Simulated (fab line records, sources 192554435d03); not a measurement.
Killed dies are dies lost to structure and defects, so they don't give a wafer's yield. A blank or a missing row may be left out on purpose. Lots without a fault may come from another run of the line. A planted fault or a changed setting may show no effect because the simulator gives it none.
fab line records | flow n5_finfet
record lots=7 wafers=21
route steps=1938 shown WELL_APT@24 PMOS_HMC_CHANNEL_EPI@62 FIN_SAQP@102
start_h: hours from the record's first day to the start of the lot's first wafer shown | wait_h: hours since the lot's step before | " the same as in the row above | L1.1+2: a row that stands for several wafers | - no value, or no start given | * or withheld: withheld | < > ~ a bound
route shown NAME@n: a module of which the file shows steps, and the number in the route of the first | usual: mean/standard deviation of fault-free wafers | same: alike in all rows | chamber/n: place in a boat | sites: the reading at each site | _std_site: their standard deviation | _edge_site: outer sites' mean less inner sites' | radius_mm: how far each site lies from the wafer's centre | mask NAME#n: copy n | behind: the tool/chamber that last shaped the wafer | hold: why the lot was held/for how many hours/how that ended | device: the transistor (n, p or np) that didn't switch | end of line: the same wafers' tests at the end of the route | a step without rows: its recipe alone | killed: dies lost to structure and defects at the first sort, not the wafer's yield | map: a wafer's dies, x killed, . not, _ none there
set.NAME: the setting as run; set.NAME@STEP: as run at that earlier step | model.NAME: the simulator's own value behind a step, which no gauge read
lots whose settings were changed on purpose; a table a step, a row a wafer
## steps
# step N5_WELL_APT_EXPOSE_05
# recipe mask_id=NWELL na=0.8 source_shape=conventional sigma_outer=0.8 polarization=unpolarized defocus_nm=0 target_cd_nm=200 dose_mj=20.3
# columns lot.wafer tool chamber start_h wait_h mask set.dose_mj
L077.3+5 krf_scanner-02 0 31.44 - NWELL#0 21.3
L077.4 " 0 " " NWELL#0 20.3
L079.3+4+6 krf_scanner-02 0 43.53 - NWELL#0 20.3
L080.2+3 krf_scanner-02 0 49.52 - NWELL#0 20.3
L080.6 " 0 " " NWELL#0 21.74
L083.2+3 krf_scanner-01 0 67.83 - NWELL#0 20.3
L083.6 " 0 " " NWELL#0 18.98
L087.3+4+5 krf_scanner-02 0 91.65 - NWELL#0 20.3
L090.2+6 krf_scanner-01 0 109.65 - NWELL#0 20.3
L090.4 " 0 " " NWELL#0 19.12
L094.2+6 krf_scanner-01 0 133.64 - NWELL#0 20.3
L094.4 " 0 " " NWELL#0 18.9
# step N5_WELL_APT_DEVELOP_07
# recipe develop_time_s=45 rinse_liquid=surfactant_rinse dry=air_spin dev_temp_c=21
# columns lot.wafer tool chamber start_h wait_h set.develop_time_s
L077.3 litho_track-02 0 - - 37.51
L077.4+5 " 0 " " 45
L079.3+4+6 litho_track-03 0 - - 45
L080.2 litho_track-03 0 - - 38.2
L080.3+6 " 0 " " 45
L083.2 litho_track-05 0 - - 45
L083.3+6 " 0 " " 41.22
L087.3 litho_track-02 0 - - 51.45
L087.4+5 " 0 " " 45
L090.2+4 litho_track-05 0 - - 54.14
L090.6 " 0 " " 45
L094.2 litho_track-03 0 - - 45
L094.4+6 " 0 " " 36.35
# step N5_WELL_APT_HARDBAKE_12
# recipe temp_c=130 time_s=120
# step N5_WELL_APT_CD_MEAS_08
# recipe target_cd_nm=200 landing_energy_ev=500 detector=se_inlens
# usual cd_nm=199.7/2.1
# columns lot.wafer tool chamber start_h wait_h set.dose_mj@WELL_APT_EXPOSE_05 cd_nm
L077.3 cd_sem-03 0 31.60 - 21.3 202.9
L077.4 " 0 " " 20.3 196.2
L077.5 " 0 " " 21.3 209.1
L079.3 cd_sem-01 0 43.69 - 20.3 198.7
L079.4 " 0 " " 20.3 201.2
L079.6 " 0 " " 20.3 199.0
L080.2 cd_sem-01 0 49.68 - 20.3 197.4
L080.3 " 0 " " 20.3 197.6
L080.6 " 0 " " 21.74 207.6
L083.2 cd_sem-02 0 67.99 - 20.3 203.3
L083.3 " 0 " " 20.3 200.5
L083.6 " 0 " " 18.98 184.9
L087.3 cd_sem-01 0 91.82 - 20.3 201.6
L087.4 " 0 " " 20.3 200.0
L087.5 " 0 " " 20.3 197.1
L090.2 cd_sem-03 0 109.81 - 20.3 200.0
L090.4 " 0 " " 19.12 187.8
L090.6 " 0 " " 20.3 198.6
L094.2 cd_sem-01 0 133.81 - 20.3 202.9
L094.4 " 0 " " 18.9 188.6
L094.6 " 0 " " 20.3 200.0
# step N5_WELL_APT_DESCUM_13
# recipe chemistry=O2 time_s=7.9 source_power_w=50 bias_power_w=20 pressure_mtorr=20 rf_frequency_hz=2.712e+07 temp_c=40 o2_flow_sccm=225
# columns lot.wafer tool chamber start_h wait_h set.dose_mj@WELL_APT_EXPOSE_05 model.WELL_APT.cd_nm
L077.3 rie_diel-01 2 31.74 0.1 21.3 202.4
L077.4 " 1 " " 20.3 196.2
L077.5 " 1 " " 21.3 209
L079.3 rie_diel-01 2 43.78 0.0 20.3 198.7
L079.4 " 1 " " 20.3 201.2
L079.6 " 2 " " 20.3 198.6
L080.2 rie_diel-01 0 49.77 0.0 20.3 197.5
L080.3 " 3 " " 20.3 198
L080.6 " 3 " " 21.74 207.7
L083.2 rie_diel-05 2 68.12 0.0 20.3 203.3
L083.3 " 3 " " 20.3 200.7
L083.6 " 2 " " 18.98 185
L087.3 rie_diel-04 0 91.92 0.0 20.3 201.9
L087.4 " 1 " " 20.3 199.7
L087.5 " 1 " " 20.3 197.3
L090.2 rie_diel-04 2 109.92 0.1 20.3 200.6
L090.4 " 3 " " 19.12 187.7
L090.6 " 0 " " 20.3 198.9
L094.2 rie_diel-01 3 134.29 0.4 20.3 203
L094.4 " 0 " " 18.9 188.4
L094.6 " 0 " " 20.3 199.9
# step N5_PMOS_HMC_CHANNEL_EPI_EXPOSE_06
# recipe mask_id=PMOS_HMC_BLK na=1.35 source_shape=conventional sigma_outer=0.8 polarization=unpolarized target_cd_nm=240 dose_mj=41
# columns lot.wafer tool chamber start_h wait_h mask set.dose_mj
L077.3+4+5 arfi_scanner-01 0 34.98 - PMOS_HMC_BLK#0 43.67
L079.3+4+6 arfi_scanner-01 0 47.12 - PMOS_HMC_BLK#0 41
L080.2+3+6 arfi_scanner-02 0 53.05 - PMOS_HMC_BLK#0 41
L083.2+3+6 arfi_scanner-02 0 71.38 - PMOS_HMC_BLK#0 41
L087.3+4 arfi_scanner-03 0 95.01 - PMOS_HMC_BLK#0 41
L087.5 " 0 " " PMOS_HMC_BLK#0 44
L090.2 arfi_scanner-03 0 114.00 - PMOS_HMC_BLK#0 41
L090.4+6 " 0 " " PMOS_HMC_BLK#0 38.99
L094.2+4 arfi_scanner-01 0 137.39 - PMOS_HMC_BLK#0 41
L094.6 " 0 " " PMOS_HMC_BLK#0 38.5
# step N5_PMOS_HMC_CHANNEL_EPI_PEB_07
# recipe peb_temp_c=110 peb_time_s=60 resist=CAR-ArF-block
# columns lot.wafer tool chamber start_h wait_h set.peb_temp_c
L077.3+4+5 litho_track-03 0 35.03 0.0 110
L079.3+4+6 litho_track-04 0 47.16 0.0 110
L080.2+3+6 litho_track-04 0 53.10 0.0 110
L083.2+3+6 litho_track-03 0 71.43 0.0 110
L087.3+4 litho_track-04 0 95.05 0.0 106.6
L087.5 " 0 " " 110
L090.2 litho_track-03 0 114.05 0.0 110
L090.4+6 " 0 " " 109
L094.2+4 litho_track-01 0 137.44 0.0 107.6
L094.6 " 0 " " 110
# step N5_PMOS_HMC_CHANNEL_EPI_DEVELOP_08
# recipe develop_time_s=30 developer=TMAH resist=CAR-ArF-block dev_temp_c=23 rinse_liquid=diw dry=air_spin
# step N5_PMOS_HMC_CHANNEL_EPI_CD_MEAS_09
# recipe target_cd_nm=237.4 landing_energy_ev=500 detector=se_inlens
# usual cd_nm=236.9/0.97
# columns lot.wafer tool chamber start_h wait_h set.dose_mj@PMOS_HMC_CHANNEL_EPI_EXPOSE_06 set.peb_temp_c@PMOS_HMC_CHANNEL_EPI_PEB_07 cd_nm
L077.3 cd_sem-02 0 35.10 - 43.67 110 243.0
L077.4 " 0 " " 43.67 110 243.9
L077.5 " 0 " " 43.67 110 243.0
L079.3 cd_sem-02 0 47.23 - 41 110 236.9
L079.4 " 0 " " 41 110 238.3
L079.6 " 0 " " 41 110 237.2
L080.2 cd_sem-02 0 53.17 - 41 110 236.2
L080.3 " 0 " " 41 110 235.3
L080.6 " 0 " " 41 110 234.5
L083.2 cd_sem-03 0 71.50 - 41 110 234.4
L083.3 " 0 " " 41 110 236.5
L083.6 " 0 " " 41 110 236.0
L087.3 cd_sem-02 0 95.12 - 41 106.6 226.0
L087.4 " 0 " " 41 106.6 224.8
L087.5 " 0 " " 44 110 243.6
L090.2 cd_sem-01 0 114.12 - 41 110 237.7
L090.4 " 0 " " 38.99 109 229.4
L090.6 " 0 " " 38.99 109 231.1
L094.2 cd_sem-03 0 137.50 - 41 107.6 229.8
L094.4 " 0 " " 41 107.6 231.2
L094.6 " 0 " " 38.5 110 231.6
# step N5_PMOS_HMC_CHANNEL_EPI_DESCUM_14
# recipe chemistry=O2 time_s=7.9 source_power_w=50 bias_power_w=20 pressure_mtorr=20 rf_frequency_hz=2.712e+07 temp_c=40 resist=CAR-ArF-block o2_flow_sccm=225
# columns lot.wafer tool chamber start_h wait_h set.dose_mj@PMOS_HMC_CHANNEL_EPI_EXPOSE_06 set.peb_temp_c@PMOS_HMC_CHANNEL_EPI_PEB_07 model.PMOS_HMC_CHANNEL_EPI.cd_nm
L077.3 rie_diel-03 0 35.18 0.0 43.67 110 242.8
L077.4 " 3 " " 43.67 110 243.5
L077.5 " 1 " " 43.67 110 242.9
L079.3 rie_diel-06 3 47.32 0.0 41 110 237
L079.4 " 1 " " 41 110 238.4
L079.6 " 1 " " 41 110 237.1
L080.2 rie_diel-06 3 53.26 0.0 41 110 236.2
L080.3 " 0 " " 41 110 235.5
L080.6 " 3 " " 41 110 234.6
L083.2 rie_diel-02 2 71.59 0.0 41 110 234.3
L083.3 " 1 " " 41 110 236.3
L083.6 " 2 " " 41 110 235.8
L087.3 rie_diel-02 2 95.21 0.0 41 106.6 225.9
L087.4 " 3 " " 41 106.6 224.7
L087.5 " 0 " " 44 110 243.3
L090.2 rie_diel-06 2 114.22 0.0 41 110 237.9
L090.4 " 3 " " 38.99 109 229.8
L090.6 " 3 " " 38.99 109 231.5
L094.2 rie_diel-02 2 137.59 0.0 41 107.6 229.8
L094.4 " 0 " " 41 107.6 231.1
L094.6 " 1 " " 38.5 110 231.2
# step N5_PMOS_HMC_CHANNEL_EPI_ETCH_32
# recipe chemistry=N2/H2 target=BARC stop_on=SiO2 target_depth_a=858 over_etch_frac=0.3 time_s=50.3 ion_energy_ev=200 mask_material=CAR-ArF-block pressure_mtorr=30 source_w=840 bias_w=150 n2_flow_sccm=200 h2_flow_sccm=200
# columns lot.wafer tool chamber start_h wait_h set.dose_mj@PMOS_HMC_CHANNEL_EPI_EXPOSE_06 set.peb_temp_c@PMOS_HMC_CHANNEL_EPI_PEB_07 model.PMOS_HMC_CHANNEL_EPI.cd_nm
L077.3 rie_diel-03 0 35.22 0.0 43.67 110 246.6
L077.4 " 3 " " 43.67 110 246
L077.5 " 1 " " 43.67 110 245.3
L079.3+6 rie_diel-06 3,1 47.35 0.0 41 110 239
L079.4 " 1 " " 41 110 240.4
L080.2 rie_diel-06 3 53.29 0.0 41 110 237.7
L080.3 " 0 " " 41 110 237.9
L080.6 " 3 " " 41 110 236.3
L083.2 rie_diel-02 2 71.62 0.0 41 110 238
L083.3 " 1 " " 41 110 239.1
L083.6 " 2 " " 41 110 239.7
L087.3 rie_diel-02 2 95.24 0.0 41 106.6 228.8
L087.4 " 3 " " 41 106.6 227.7
L087.5 " 0 " " 44 110 247.3
L090.2 rie_diel-06 2 114.25 0.0 41 110 240.8
L090.4 " 3 " " 38.99 109 231.9
L090.6 " 3 " " 38.99 109 233.4
L094.2 rie_diel-02 2 137.63 0.0 41 107.6 232.3
L094.4 " 0 " " 41 107.6 235.1
L094.6 " 1 " " 38.5 110 234.5
# step N5_PMOS_HMC_CHANNEL_EPI_HM_OPEN_15
# recipe chemistry=CHF3/O2 target=SiO2 mask_material=CAR-ArF-block target_depth_a=406 CHF3_flow_sccm=50 O2_flow_sccm=5 Ar_flow_sccm=200 time_s=20.3 pressure_mtorr=30 source_w=650 bias_w=170 ion_energy_ev=200
# columns lot.wafer tool chamber start_h wait_h set.dose_mj@PMOS_HMC_CHANNEL_EPI_EXPOSE_06 set.peb_temp_c@PMOS_HMC_CHANNEL_EPI_PEB_07 model.PMOS_HMC_CHANNEL_EPI.cd_nm
L077.3 rie_diel-03 0 35.26 0.0 43.67 110 246.4
L077.4 " 3 " " 43.67 110 246.1
L077.5 " 1 " " 43.67 110 245.2
L079.3 rie_diel-06 3 47.39 0.0 41 110 239
L079.4 " 1 " " 41 110 240.3
L079.6 " 1 " " 41 110 238.8
L080.2 rie_diel-06 3 53.33 0.0 41 110 237.6
L080.3 " 0 " " 41 110 237.8
L080.6 " 3 " " 41 110 236.3
L083.2 rie_diel-02 2 71.66 0.0 41 110 238
L083.3 " 1 " " 41 110 239.1
L083.6 " 2 " " 41 110 239.8
L087.3 rie_diel-02 2 95.28 0.0 41 106.6 228.7
L087.4 " 3 " " 41 106.6 227.6
L087.5 " 0 " " 44 110 247.3
L090.2 rie_diel-06 2 114.29 0.0 41 110 240.7
L090.4 " 3 " " 38.99 109 232
L090.6 " 3 " " 38.99 109 233.4
L094.2 rie_diel-02 2 137.67 0.0 41 107.6 232.3
L094.4 " 0 " " 41 107.6 235
L094.6 " 1 " " 38.5 110 234.5
# step N5_PMOS_HMC_CHANNEL_EPI_STRIP_33
# recipe chemistry=N2/H2 power_w=500 temp_c=40 pressure_mtorr=50 rf_frequency_hz=6e+07 overash_fraction=0.3 bias_power_w=8 h2_frac=0.5 n2_flow_sccm=300 h2_flow_sccm=300
# step N5_PMOS_HMC_CHANNEL_EPI_STRIP_17
# recipe chemistry=SPM time_s=750 temp_c=130 h2so4_h2o2_vol_ratio=4 dry=ipa_marangoni
# step N5_PMOS_HMC_CHANNEL_EPI_ETCH_38
# recipe chemistry=CF4 target=SiO2 target_depth_a=15 ion_energy_ev=350 pressure_mtorr=10 icp_w=800 bias_w=400 cf4_flow_sccm=80
# columns lot.wafer tool chamber start_h wait_h set.dose_mj@PMOS_HMC_CHANNEL_EPI_EXPOSE_06 set.peb_temp_c@PMOS_HMC_CHANNEL_EPI_PEB_07 model.PMOS_HMC_CHANNEL_EPI.cd_nm
L077.3 rie_si-04 0 35.62 0.0 43.67 110 246.2
L077.4 " 3 " " 43.67 110 246
L077.5 " 0 " " 43.67 110 245.1
L079.3 rie_si-05 0 47.75 0.0 41 110 239
L079.4 " 2 " " 41 110 240.3
L079.6 " 0 " " 41 110 238.8
L080.2 rie_si-06 0 53.69 0.0 41 110 237.6
L080.3 " 1 " " 41 110 238
L080.6 " 2 " " 41 110 236.1
L083.2 rie_si-04 1 72.27 0.0 41 110 238
L083.3 " 2 " " 41 110 239.2
L083.6 " 3 " " 41 110 239.7
L087.3 rie_si-05 2 95.64 0.0 41 106.6 228.7
L087.4 " 3 " " 41 106.6 227.6
L087.5 " 0 " " 44 110 247.3
L090.2 rie_si-05 0 114.67 0.0 41 110 240.7
L090.4 " 2 " " 38.99 109 232
L090.6 " 3 " " 38.99 109 233.4
L094.2 rie_si-04 1 138.03 0.0 41 107.6 232.3
L094.4 " 2 " " 41 107.6 235.1
L094.6 " 3 " " 38.5 110 234.5
# step N5_PMOS_HMC_CHANNEL_EPI_FIN_RECESS_16
# recipe chemistry=HBr/Cl2 target=Si mask_material=SiO2 target_depth_a=540 time_s=18 pressure_mtorr=10 icp_w=800 bias_w=75 HBr_flow_sccm=150 Cl2_flow_sccm=80
# columns lot.wafer tool chamber start_h wait_h set.dose_mj@PMOS_HMC_CHANNEL_EPI_EXPOSE_06 set.peb_temp_c@PMOS_HMC_CHANNEL_EPI_PEB_07 model.PMOS_HMC_CHANNEL_EPI.cd_nm
L077.3 rie_si-04 0 35.64 0.0 43.67 110 246.4
L077.4 " 3 " " 43.67 110 245.9
L077.5 " 0 " " 43.67 110 245.3
L079.3 rie_si-05 0 47.77 0.0 41 110 238.9
L079.4 " 2 " " 41 110 240.2
L079.6 " 0 " " 41 110 238.7
L080.2 rie_si-06 0 53.71 0.0 41 110 237.6
L080.3 " 1 " " 41 110 238
L080.6 " 2 " " 41 110 236.2
L083.2 rie_si-04 1 72.29 0.0 41 110 238.1
L083.3 " 2 " " 41 110 239
L083.6 " 3 " " 41 110 239.7
L087.3 rie_si-05 2 95.66 0.0 41 106.6 228.6
L087.4 " 3 " " 41 106.6 227.7
L087.5 " 0 " " 44 110 247.2
L090.2 rie_si-05 0 114.69 0.0 41 110 240.6
L090.4 " 2 " " 38.99 109 231.9
L090.6 " 3 " " 38.99 109 233.4
L094.2 rie_si-04 1 138.05 0.0 41 107.6 232.2
L094.4 " 2 " " 41 107.6 235
L094.6 " 3 " " 38.5 110 234.5
# step N5_FIN_SAQP_HM_DEP_72
# recipe material=SiO2 target_thk_a=120 temp_c=400 precursor=SiH4/N2O pressure_torr=0.75 rf_w=275 time_s=7.2
# columns lot.wafer tool chamber start_h wait_h set.time_s model.SiO2_of_FIN_SAQP_HM_DEP_72.thk_nm
L077.3 pecvd-04 0 38.84 0.0 7.2 12.06
L077.4 " 2 " " 6.149 10.39
L077.5 " 0 " " 6.149 10.44
L079.3 pecvd-02 0 50.93 0.0 7.2 12.02
L079.4 " 2 " " 7.2 11.9
L079.6 " 1 " " 7.2 12.2
L080.2 pecvd-01 2 57.33 0.0 7.2 11.76
L080.3 " 1 " " 7.2 11.87
L080.6 " 1 " " 8.132 13.46
L083.2 pecvd-04 2 76.25 0.0 7.2 12.16
L083.3 " 2 " " 7.688 13.05
L083.6 " 1 " " 7.688 12.91
L087.3 pecvd-01 1 101.84 0.0 6.363 10.54
L087.4 " 0 " " 7.2 11.98
L087.5 " 2 " " 6.363 10.66
L090.2 pecvd-02 1 117.85 0.0 6.608 10.94
L090.4 " 2 " " 6.608 11.07
L090.6 " 0 " " 7.2 12.14
L094.2 pecvd-04 2 141.37 0.0 6.456 10.59
L094.4 " 2 " " 7.2 11.96
L094.6 " 1 " " 7.2 11.82
# step N5_FIN_SAQP_COAT_49
# recipe resist=SOC temp_c=250 time_s=60 spin_rpm=1500 resist_thk_nm=100
# columns lot.wafer tool chamber start_h wait_h set.spin_rpm model.SOC_of_FIN_SAQP_COAT_49.thk_nm
L077.3 litho_track-05 0 38.92 0.1 1419 102.9
L077.4 " 0 " " 1500 99.57
L077.5 " 0 " " 1419 102.8
L079.3 litho_track-05 0 51.00 0.1 1500 100.2
L079.4 " 0 " " 1500 100.3
L079.6 " 0 " " 1500 99.8
L080.2 litho_track-05 0 57.41 0.1 1500 100.4
L080.3 " 0 " " 1398 103.6
L080.6 " 0 " " 1398 103.8
L083.2 litho_track-02 0 76.35 0.1 1432 102.3
L083.3 " 0 " " 1432 102.4
L083.6 " 0 " " 1500 100.1
L087.3 litho_track-05 0 101.91 0.1 1346 105.4
L087.4 " 0 " " 1500 99.78
L087.5 " 0 " " 1500 100.2
L090.2 litho_track-05 0 117.92 0.1 1500 99.74
L090.4 " 0 " " 1500 99.71
L090.6 " 0 " " 1500 99.79
L094.2 litho_track-01 0 141.45 0.1 1500 99.73
L094.4 " 0 " " 1549 98.59
L094.6 " 0 " " 1549 98.57
# step N5_FIN_SAQP_COAT_50
# recipe resist=SiARC temp_c=220 time_s=60 spin_rpm=1500 resist_thk_nm=35
# step N5_FIN_SAQP_COAT_10
# recipe resist=CAR-ArF spin_rpm=1500 resist_thk_nm=90
# step N5_FIN_SAQP_DESCUM_21
# recipe chemistry=O2 time_s=7.9 source_power_w=50 bias_power_w=20 pressure_mtorr=20 rf_frequency_hz=2.712e+07 temp_c=40 resist=CAR-ArF o2_flow_sccm=225
# step N5_FIN_SAQP_ETCH_51
# recipe chemistry=CF4 target=SiARC target_depth_a=455 mask_material=CAR-ArF time_s=75.8 ion_energy_ev=80 pressure_mtorr=40 source_w=545 bias_w=36 Ar_flow_sccm=100 cf4_flow_sccm=100 ends=cleared
# step N5_FIN_SAQP_ETCH_52
# recipe chemistry=N2/H2 target=SOC target_depth_a=1000 overetch_a=200 mask_material=SiARC temp_c=40 time_s=150 ion_energy_ev=200 pressure_mtorr=30 source_w=840 bias_w=150 n2_flow_sccm=200 h2_flow_sccm=200 ends=end_point
# columns lot.wafer tool chamber start_h wait_h set.spin_rpm@FIN_SAQP_COAT_49 model.etch.depth_nm
L077.3 rie_diel-04 0 39.51 0.0 1419 102.9
L077.4 " 3 " " 1500 99.57
L077.5 " 2 " " 1419 102.8
L079.3 rie_diel-04 3 51.44 0.0 1500 100.2
L079.4 " 2 " " 1500 100.3
L079.6 " 0 " " 1500 99.8
L080.2 rie_diel-04 3 57.97 0.0 1500 100.4
L080.3 " 0 " " 1398 103.6
L080.6 " 2 " " 1398 103.8
L083.2 rie_diel-05 3 76.91 0.0 1432 102.3
L083.3 " 0 " " 1432 102.4
L083.6 " 3 " " 1500 100.1
L087.3 rie_diel-01 2 102.62 0.0 1346 105.4
L087.4 " 1 " " 1500 99.78
L087.5 " 2 " " 1500 100.2
L090.2 rie_diel-04 1 118.48 0.0 1500 99.74
L090.4 " 2 " " 1500 99.71
L090.6 " 0 " " 1500 99.79
L094.2 rie_diel-01 2 142.10 0.0 1500 99.73
L094.4 " 1 " " 1549 98.59
L094.6 " 3 " " 1549 98.57
# step N5_FIN_SAQP_STRIP_53
# recipe chemistry=N2/H2 temp_c=40 n2_flow_sccm=200 h2_flow_sccm=200 rf_frequency_hz=6e+07
# step N5_FIN_SAQP_HM_OPEN_73
# recipe chemistry=CHF3/O2 target=SiO2 stop_on=a-Si target_depth_a=120 over_etch_frac=1.8 mask_material=SOC time_s=16.8 pressure_mtorr=30 source_w=650 bias_w=170 Ar_flow_sccm=200 CHF3_flow_sccm=50 O2_flow_sccm=5 ion_energy_ev=200 ends=end_point
# columns lot.wafer tool chamber start_h wait_h set.time_s@FIN_SAQP_HM_DEP_72 model.etch.depth_nm
L077.3 rie_diel-04 0 39.62 0.0 7.2 12.06
L077.4 " 3 " " 6.149 10.39
L077.5 " 2 " " 6.149 10.44
L079.3 rie_diel-04 3 51.54 0.0 7.2 12.02
L079.4 " 2 " " 7.2 11.9
L079.6 " 0 " " 7.2 12.2
L080.2 rie_diel-04 3 58.07 0.0 7.2 11.76
L080.3 " 0 " " 7.2 11.87
L080.6 " 2 " " 8.132 13.46
L083.2 rie_diel-05 3 77.02 0.0 7.2 12.16
L083.3 " 0 " " 7.688 13.05
L083.6 " 3 " " 7.688 12.91
L087.3 rie_diel-01 2 102.72 0.0 6.363 10.54
L087.4 " 1 " " 7.2 11.98
L087.5 " 2 " " 6.363 10.66
L090.2 rie_diel-04 1 118.59 0.0 6.608 10.94
L090.4 " 2 " " 6.608 11.07
L090.6 " 0 " " 7.2 12.14
L094.2 rie_diel-01 2 142.20 0.0 6.456 10.59
L094.4 " 1 " " 7.2 11.96
L094.6 " 3 " " 7.2 11.82
## key
split step=N5_WELL_APT_EXPOSE_05 setting=dose_mj stated=20.3 by=wafer
response step=N5_WELL_APT_CD_MEAS_08 reading=cd_nm change=+1.95 per=1% r=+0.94
response step=N5_WELL_APT_DESCUM_13 reading=model.WELL_APT.cd_nm change=+1.96 per=1% r=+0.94
split step=N5_WELL_APT_DEVELOP_07 setting=develop_time_s stated=45 by=wafer
response none clear
split step=N5_PMOS_HMC_CHANNEL_EPI_EXPOSE_06 setting=dose_mj stated=41 by=wafer
response step=N5_PMOS_HMC_CHANNEL_EPI_DESCUM_14 reading=model.PMOS_HMC_CHANNEL_EPI.cd_nm shape=bent at_lowest=231.2 at_stated=233.9 at_highest=243.3
response step=N5_PMOS_HMC_CHANNEL_EPI_CD_MEAS_09 reading=cd_nm slope=+1.01 per=1% together_with=peb_temp_c@PMOS_HMC_CHANNEL_EPI_PEB_07 explained=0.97
response step=N5_PMOS_HMC_CHANNEL_EPI_ETCH_32 reading=model.PMOS_HMC_CHANNEL_EPI.cd_nm slope=+1.1 per=1% together_with=peb_temp_c@PMOS_HMC_CHANNEL_EPI_PEB_07 explained=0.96
response step=N5_PMOS_HMC_CHANNEL_EPI_HM_OPEN_15 reading=model.PMOS_HMC_CHANNEL_EPI.cd_nm slope=+1.1 per=1% together_with=peb_temp_c@PMOS_HMC_CHANNEL_EPI_PEB_07 explained=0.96
response step=N5_PMOS_HMC_CHANNEL_EPI_ETCH_38 reading=model.PMOS_HMC_CHANNEL_EPI.cd_nm slope=+1.1 per=1% together_with=peb_temp_c@PMOS_HMC_CHANNEL_EPI_PEB_07 explained=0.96
response step=N5_PMOS_HMC_CHANNEL_EPI_FIN_RECESS_16 reading=model.PMOS_HMC_CHANNEL_EPI.cd_nm slope=+1.09 per=1% together_with=peb_temp_c@PMOS_HMC_CHANNEL_EPI_PEB_07 explained=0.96
split step=N5_PMOS_HMC_CHANNEL_EPI_PEB_07 setting=peb_temp_c stated=110 by=wafer
response step=N5_PMOS_HMC_CHANNEL_EPI_DESCUM_14 reading=model.PMOS_HMC_CHANNEL_EPI.cd_nm shape=bent at_lowest=225.3 at_stated=237.8 at_highest=237.8
response step=N5_PMOS_HMC_CHANNEL_EPI_CD_MEAS_09 reading=cd_nm slope=+3.41 per=1% together_with=dose_mj@PMOS_HMC_CHANNEL_EPI_EXPOSE_06 explained=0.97
response step=N5_PMOS_HMC_CHANNEL_EPI_ETCH_32 reading=model.PMOS_HMC_CHANNEL_EPI.cd_nm slope=+3.48 per=1% together_with=dose_mj@PMOS_HMC_CHANNEL_EPI_EXPOSE_06 explained=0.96
response step=N5_PMOS_HMC_CHANNEL_EPI_HM_OPEN_15 reading=model.PMOS_HMC_CHANNEL_EPI.cd_nm slope=+3.49 per=1% together_with=dose_mj@PMOS_HMC_CHANNEL_EPI_EXPOSE_06 explained=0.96
response step=N5_PMOS_HMC_CHANNEL_EPI_ETCH_38 reading=model.PMOS_HMC_CHANNEL_EPI.cd_nm slope=+3.5 per=1% together_with=dose_mj@PMOS_HMC_CHANNEL_EPI_EXPOSE_06 explained=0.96
response step=N5_PMOS_HMC_CHANNEL_EPI_FIN_RECESS_16 reading=model.PMOS_HMC_CHANNEL_EPI.cd_nm slope=+3.51 per=1% together_with=dose_mj@PMOS_HMC_CHANNEL_EPI_EXPOSE_06 explained=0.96
split step=N5_FIN_SAQP_HM_DEP_72 setting=time_s stated=7.2 by=wafer
response step=N5_FIN_SAQP_HM_DEP_72 reading=model.SiO2_of_FIN_SAQP_HM_DEP_72.thk_nm change=+0.122 per=1% r=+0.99
response step=N5_FIN_SAQP_HM_OPEN_73 reading=model.etch.depth_nm change=+0.122 per=1% r=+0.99
split step=N5_FIN_SAQP_COAT_49 setting=spin_rpm stated=1500 by=wafer
response step=N5_FIN_SAQP_COAT_49 reading=model.SOC_of_FIN_SAQP_COAT_49.thk_nm change=-0.517 per=1% r=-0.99
response step=N5_FIN_SAQP_ETCH_52 reading=model.etch.depth_nm change=-0.517 per=1% r=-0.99
